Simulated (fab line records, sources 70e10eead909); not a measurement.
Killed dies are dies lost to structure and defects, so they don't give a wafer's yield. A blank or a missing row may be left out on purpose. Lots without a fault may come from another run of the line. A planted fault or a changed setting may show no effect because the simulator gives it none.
A struck lot beside a sound one | flow nand_harc | 39 steps out of a route of 1159
Sound: wafers L654.4, L654.5, L654.6. Struck: wafers L645.3, L645.5, L645.6. The cause comes at the end.
At each step with rows: each side's tool, then ch and its chambers, then its first start. Under that, the readings that differ: sound wafers | struck wafers | difference of the means | sigmas: that difference in standard deviations of wafers without a fault.
alike: readings whose means differ by less than 2 such deviations, and words and numbers that are the same on both sides. not compared: withheld readings, readings that some wafer has no value for, bounds like >300 that may hide the same value, and numbers for which the record gives no deviation and whose values overlap.
The two part at a step that has a row with sigmas, a row that says differs or no value, or rows on one side only. Numbers that don't overlap but have no deviation are shown without sigmas and don't part them. A reading that every wafer of one side lacks parts them only if that side has two wafers or more.

first, 12 steps without rows for these wafers: NHARC_A_STAIRCASE_STRIP_254 (strips in O2); NHARC_A_STAIRCASE_STRIP_255 (strips in SPM, time 900 s); NHARC_A_STAIRCASE_PRECLEAN_256 (cleans in SC1); NHARC_A_STAIRCASE_SRD_257; NHARC_A_STAIRCASE_HM_DEP_456 (deposits aC, target thk 1500 nm); NHARC_A_STAIRCASE_DEP_259 (deposits SiON, target thk 30 nm); NHARC_A_STAIRCASE_DEHYDRATE_281 (time 120 s); NHARC_A_STAIRCASE_HMDS_282 (time 30 s); NHARC_A_STAIRCASE_COAT_283; NHARC_A_STAIRCASE_SOFTBAKE_284 (time 170 s); NHARC_A_STAIRCASE_EBR_285; NHARC_A_STAIRCASE_EXPOSE_286 (exposes mask CHOP 100).
NHARC_A_STAIRCASE_PEB_287: peb time 130 s.
  sound on litho_track-05 ch 0, day 15 23:57; struck on litho_track-07, day 13 20:01
  no value came back on the struck wafers for chill_plate_temp_C (C), exhaust_pa (Pa), heater_power_total_W (W); on the sound wafers chill_plate_temp_C (C) reads 23.18 23.12 23.15
then, 7 steps without rows for these wafers: NHARC_A_STAIRCASE_DEVELOP_288 (time 140 s); NHARC_A_STAIRCASE_HARDBAKE_290 (time 140 s); NHARC_A_STAIRCASE_DESCUM_291 (chemistry O2, time 3 s); NHARC_A_STAIRCASE_ETCH_292 (etches the open film in CF4/CHF3); NHARC_A_STAIRCASE_HM_OPEN_460 (chemistry O2/COS); NHARC_A_STAIRCASE_STRIP_461 (strips in O2/COS); NHARC_A_STAIRCASE_ETCH_452 (etches the open film in CF4/O2, target depth 30 nm, overetch 3 nm, time 16.5 s).
NHARC_A_STAIRCASE_ETCH_294: etches the open film in C4F8/O2/Ar, target depth 4992 nm, time 1212.4 s.
  sound on rie_diel-02 ch 0,1; struck on rie_diel-07 ch 0,1,3
  alike: chamber_pressure_mTorr, oes_product_au, rf_vpp_V
  not compared: rf_hours_counter_h
NHARC_A_STAIRCASE_STRIP_295: strips in O2.
  sound on rie_diel-02 ch 0,3; struck on rie_diel-07 ch 0,1
  alike: chamber_pressure_mTorr, drypump_motor_current_A, oes_product_au, rf_vpp_V, showerhead_plenum_p_Torr, throttle_valve_pct
  not compared: rf_hours_counter_h
then, 3 steps without rows for these wafers: NHARC_A_STAIRCASE_STRIP_296 (strips in SPM, time 900 s); NHARC_A_STAIRCASE_PRECLEAN_297 (cleans in SC1); NHARC_A_STAIRCASE_SRD_298.
NHARC_A_STAIRCASE_HM_DEP_462: deposits aC, target thk 800 nm.
  sound on acl_dep-01 ch 0, day 16 05:15; struck on acl_dep-01 ch 0, day 14 00:50
  alike: throttle_valve_pct
NHARC_A_STAIRCASE_DEP_301: deposits SiON, target thk 30 nm.
  sound on pecvd-04 ch 0,1,2, day 16 06:22; struck on pecvd-04 ch 1,2, day 14 02:07
  alike: heater_power_w
then, 10 steps without rows for these wafers: NHARC_A_STAIRCASE_DEHYDRATE_302 (time 120 s); NHARC_A_STAIRCASE_HMDS_303 (time 30 s); NHARC_A_STAIRCASE_COAT_304; NHARC_A_STAIRCASE_SOFTBAKE_305 (time 170 s); NHARC_A_STAIRCASE_EBR_306; NHARC_A_STAIRCASE_EXPOSE_307 (exposes mask CHOP 50); NHARC_A_STAIRCASE_PEB_308 (peb time 130 s); NHARC_A_STAIRCASE_DEVELOP_309 (time 140 s); NHARC_A_STAIRCASE_HARDBAKE_311 (time 140 s); NHARC_A_STAIRCASE_DESCUM_312 (chemistry O2, time 3 s).
NHARC_A_STAIRCASE_ETCH_313: etches the open film in CF4/CHF3.
  sound on rie_diel-07 ch 0,2,3, day 16 07:22; struck on rie_diel-02 ch 1,2, day 14 03:11
  alike: chamber_pressure_mTorr, drypump_motor_current_A, oes_product_au, rf_vpp_V, showerhead_plenum_p_Torr, throttle_valve_pct
  not compared: rf_hours_counter_h
then, 1 step without rows for these wafers: NHARC_A_STAIRCASE_HM_OPEN_463 (chemistry O2/COS).

WHERE THEY PART
Only at NHARC_A_STAIRCASE_PEB_287, within this record. Later steps at which nothing parts them and some readings are alike: NHARC_A_STAIRCASE_ETCH_294, NHARC_A_STAIRCASE_STRIP_295, NHARC_A_STAIRCASE_HM_DEP_462, NHARC_A_STAIRCASE_DEP_301, NHARC_A_STAIRCASE_ETCH_313.

WHY: what the simulator had put in
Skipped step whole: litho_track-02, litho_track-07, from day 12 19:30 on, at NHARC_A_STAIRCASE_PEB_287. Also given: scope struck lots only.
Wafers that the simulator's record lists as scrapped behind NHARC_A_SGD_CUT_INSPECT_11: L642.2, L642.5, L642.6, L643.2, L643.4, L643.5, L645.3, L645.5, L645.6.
